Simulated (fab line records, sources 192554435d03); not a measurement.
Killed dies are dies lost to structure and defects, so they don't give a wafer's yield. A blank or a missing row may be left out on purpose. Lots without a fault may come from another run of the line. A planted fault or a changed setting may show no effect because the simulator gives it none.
Which tool did it? | flow n5_finfet | 10 lots, 30 wafers sampled, at 5 steps of a route of 1938

WHAT THE GAUGES READ, wafer by wafer
N5_BEOL_M0_SAQP_OVL_MEAS_15. Usual: M0_CORE_OVL 0.0 nm, standard deviation 0.79.
lot  | measured     | on         | M0_CORE_OVL (nm) | flag
L802 | day 6 09:10  | overlay-02 | 0.7 1.5 0.0      |
L801 | day 6 09:20  | overlay-02 | 0.3 -0.5 -0.5    |
L806 | day 7 00:53  | overlay-01 | 0.4 -1.4 -0.3    |
L807 | day 7 04:13  | overlay-01 | 0.4 0.5 1.0      |
L809 | day 7 18:13  | overlay-01 | 1.5 1.2 0.5      |
L810 | day 8 00:00  | overlay-02 | 0.1 0.2 0.3      |
L818 | day 10 00:02 | overlay-02 | -0.7 -0.7 -0.5   |
L819 | day 10 04:30 | overlay-01 | -0.2 1.3 -0.8    |
L821 | day 10 16:50 | overlay-02 | 0.8 1.2 0.5      |
L822 | day 11 02:25 | overlay-02 | -0.5 -0.7 -0.6   |

N5_BEOL_M0_SAQP_CD_MEAS_40: target cd 30 nm. Usual: cd_nm 30.01 nm, standard deviation 0.24.
lot  | measured     | on        | cd_nm (nm)        | flag
L802 | day 6 14:20  | cd_sem-03 | 30.13 30.46 30.45 |
L801 | day 6 14:49  | cd_sem-03 | 30.40 30.20 30.07 |
L806 | day 7 05:25  | cd_sem-01 | 30.24 30.28 30.36 |
L807 | day 7 09:28  | cd_sem-02 | 29.64 29.70 30.27 |
L809 | day 7 22:44  | cd_sem-01 | 30.14 29.92 29.93 |
L810 | day 8 03:56  | cd_sem-03 | 30.40 30.20 30.08 |
L818 | day 10 03:44 | cd_sem-01 | 29.91 30.08 30.03 |
L819 | day 10 08:49 | cd_sem-01 | 29.96 29.69 29.97 |
L821 | day 10 21:03 | cd_sem-03 | 29.85 29.93 30.10 |
L822 | day 11 07:12 | cd_sem-02 | 29.94 30.26 30.05 |

N5_BEOL_M4_RC_MEAS_101. Usual: DIBL_N 36.5 mV/V, standard deviation 2; DIBL_P 36.5 mV/V, standard deviation 2.3; IOFF_N 0.16 nA/um, standard deviation 0.036; IOFF_P 0.21 nA/um, standard deviation 0.037; ION_N 672 uA/um, standard deviation 12; ION_P 459 uA/um, standard deviation 7.1; SS_N 71.6 mV/dec, standard deviation 0.73; SS_P 73.4 mV/dec, standard deviation 0.76; VT_N 250 mV, standard deviation 3.3; VT_P -250.5 mV, standard deviation 2.9.
lot  | measured     | on        | DIBL_N (mV/V)  | DIBL_P (mV/V)  | IOFF_N (nA/um) | IOFF_P (nA/um) | ION_N (uA/um) | ION_P (uA/um) | SS_N (mV/dec)  | SS_P (mV/dec)  | VT_N (mV)   | VT_P (mV)            | flag
L802 | day 8 18:32  | prober-01 | 36.6 36.1 38.4 | 33.7 33.6 36.9 | 0.13 0.13 0.17 | 0.17 0.18 0.22 | 661 668 687   | 458 455 471   | 71.9 70.7 72.0 | 72.1 72.0 73.1 | 251 251 245 | -253.6 -250.0 -247.1 |
L801 | day 8 23:19  | prober-02 | 37.5 39.7 38.2 | 37.7 40.1 38.4 | 0.16 0.20 0.17 | 0.22 0.25 0.23 | 672 676 673   | 459 464 461   | 71.8 72.6 72.1 | 74.5 74.9 74.8 | 248 248 250 | -247.8 -246.5 -249.2 |
L806 | day 9 09:58  | prober-02 | 37.3 36.1 35.4 | 35.9 35.1 33.9 | 0.20 0.18 0.17 | 0.24 0.24 0.21 | 665 679 689   | 450 467 470   | 71.8 71.3 71.3 | 73.2 73.1 73.8 | 244 249 246 | -250.3 -250.9 -248.8 |
L807 | day 10 07:19 | prober-01 | 36.5 38.1 37.2 | 35.9 39.1 37.3 | 0.14 0.18 0.16 | 0.19 0.24 0.21 | 661 683 671   | 453 469 459   | 72.5 72.6 72.4 | 72.6 73.7 73.2 | 251 249 249 | -252.4 -247.1 -249.2 |
L818 | day 12 10:17 | prober-02 | 35.3 35.1 36.7 | 33.9 33.6 35.6 | 0.13 0.13 0.15 | 0.20 0.19 0.23 | 667 671 679   | 463 464 470   | 70.7 70.4 71.5 | 72.7 72.4 73.3 | 253 252 249 | -247.5 -250.6 -247.3 |
L819 | day 13 08:45 | prober-02 | 36.0 32.4 38.2 | 36.4 33.5 40.1 | 0.16 0.12 0.22 | 0.20 0.16 0.26 | 654 668 693   | 452 463 474   | 72.2 70.2 72.2 | 73.7 72.5 73.2 | 251 250 244 | -253.1 -252.6 -248.4 |
L821 | day 13 09:34 | prober-01 | 39.5 36.8 34.2 | 41.0 37.8 34.2 | 0.23 0.18 0.12 | 0.29 0.24 0.17 | 697 688 664   | 475 464 459   | 71.6 71.4 71.0 | 74.7 73.5 72.8 | 243 246 254 | -246.4 -246.8 -250.7 |
L822 | day 13 21:25 | prober-01 | 38.1 37.5 37.7 | 41.2 39.5 39.4 | 0.24 0.21 0.21 | 0.30 0.26 0.26 | 691 684 661   | 474 467 449   | 72.1 71.8 72.3 | 73.9 74.3 74.0 | 243 248 247 | -243.0 -246.6 -245.4 |

WHICH TOOL RAN EACH LOT (tool, then ch and the chambers of the sampled wafers, then the start)
lot  | N5_BEOL_M0_SAQP_ALD_48            | N5_BEOL_M0_CUTY_DESCUM_61
L802 | ald_sin-02 ch 1,2,3, day 6 15:22  | rie_diel-05 ch 0,1, day 6 16:40
L801 | ald_sin-04 ch 0,1, day 6 15:58    | rie_diel-05 ch 0,1,3, day 6 17:08
L806 | ald_sin-02 ch 0,2,3, day 7 05:59  | rie_diel-06 ch 0,1,3, day 7 07:08
L807 | ald_sin-03 ch 0,1,2, day 7 10:07  | rie_diel-06 ch 0,1,3, day 7 11:47
L809 | ald_sin-02 ch 0,2,3, day 7 23:08  | -
L810 | ald_sin-02 ch 0,1,2, day 8 05:38  | -
L818 | ald_sin-02 ch 0,1,2, day 10 04:08 | rie_diel-05 ch 0,2,3, day 10 05:33
L819 | ald_sin-02 ch 0,1,2, day 10 09:19 | rie_diel-01 ch 0,1,2, day 10 10:43
L821 | ald_sin-02 ch 0,3, day 10 21:31   | rie_diel-06 ch 1,2,3, day 10 22:38
L822 | ald_sin-02 ch 2,3, day 11 07:36   | rie_diel-01 ch 2,3, day 11 08:47
- N5_BEOL_M0_SAQP_ALD_48: deposits SiO2, target thk 20 nm, pulse time 1 s, co reactant pulse time 1 s.
- N5_BEOL_M0_CUTY_DESCUM_61: chemistry O2, time 7.9 s.

WHAT THE TOOLS THEMSELVES READ (means of the sampled wafers that have a number; where no wafer has one, the mark that the record gives instead)
N5_BEOL_M0_SAQP_ALD_48. Usual: chamber_pressure_Torr 2.000 Torr, standard deviation 0.004; heater_power_w 76 W, standard deviation 7.3; precursor_pulse_height_rel 1.001, standard deviation 0.021.
lot  | tool       | chamber_pressure_Torr (Torr) | heater_power_w (W) | precursor_pulse_height_rel | flag
L802 | ald_sin-02 | 2.004                        | 74                 | 1.010                      |
L801 | ald_sin-04 | 2.000                        | 73                 | 1.008                      |
L806 | ald_sin-02 | 2.000                        | 75                 | 1.010                      |
L807 | ald_sin-03 | 1.999                        | 73                 | 0.995                      |
L809 | ald_sin-02 | -                            | -                  | -                          | OFF
L810 | ald_sin-02 | -                            | -                  | -                          | OFF
L818 | ald_sin-02 | 2.001                        | 81                 | 1.021                      |
L819 | ald_sin-02 | 1.998                        | 81                 | 0.983                      |
L821 | ald_sin-02 | 1.995                        | 73                 | 1.009                      |
L822 | ald_sin-02 | 1.997                        | 70                 | 0.999                      |

N5_BEOL_M0_CUTY_DESCUM_61. Usual: chamber_pressure_mTorr 20.002 mTorr, standard deviation 0.019; drypump_motor_current_A 5.8 A, standard deviation 0.61; oes_product_au 0.77 a.u., standard deviation 0.085; rf_vpp_V 242.9 V, standard deviation 1.3; showerhead_plenum_p_Torr 2.07 Torr, standard deviation 0.072; throttle_valve_pct 20.41 %, standard deviation 0.22.
lot  | tool        | chamber_pressure_mTorr (mTorr) | drypump_motor_current_A (A) | oes_product_au (a.u.) | rf_vpp_V (V) | showerhead_plenum_p_Torr (Torr) | throttle_valve_pct (%) | flag
L802 | rie_diel-05 | 20.009                         | 5.5                         | 0.74                  | 243.7        | 2.13                            | 20.55                  |
L801 | rie_diel-05 | 19.991                         | 6.0                         | 0.76                  | 242.9        | 2.07                            | 20.54                  |
L806 | rie_diel-06 | 20.028                         | 5.7                         | 0.73                  | 242.9        | 2.06                            | 20.49                  |
L807 | rie_diel-06 | 20.009                         | 5.7                         | 0.72                  | 242.7        | 2.06                            | 20.49                  |
L818 | rie_diel-05 | 19.998                         | 5.9                         | 0.71                  | 243.4        | 2.08                            | 20.55                  |
L819 | rie_diel-01 | 20.004                         | 6.1                         | 0.80                  | 244.5        | 2.13                            | 20.36                  |
L821 | rie_diel-06 | 19.992                         | 5.3                         | 0.83                  | 242.5        | 2.05                            | 20.19                  |
L822 | rie_diel-01 | 20.015                         | 6.2                         | 0.89                  | 243.0        | 2.12                            | 20.18                  |

THE ANSWER, worked out from the rows above alone
Rule: a lot is off if the mean of its wafers that have a number lies more than 3 standard deviations from the usual mean. A lot without any number at a reading at which 4 lots or more have one is off too. The other lots that the step has rows for count as sound. The gauges are gone through in route order, then the tools' own readings, and for those a lot's mean is taken as printed above. The first step at which some lot is off is used, and at that step the reading that is off furthest; a lot without a number counts as furthest.
Off: L809, L810, at N5_BEOL_M0_SAQP_ALD_48 (chamber_pressure_Torr). Without a number there: L809, L810.
A tool fits if, at that step or a process step before it, it ran every lot that is off, and no sound lot after the first of them. None of those tried fits.

WHAT THE SIMULATOR HAD PUT IN
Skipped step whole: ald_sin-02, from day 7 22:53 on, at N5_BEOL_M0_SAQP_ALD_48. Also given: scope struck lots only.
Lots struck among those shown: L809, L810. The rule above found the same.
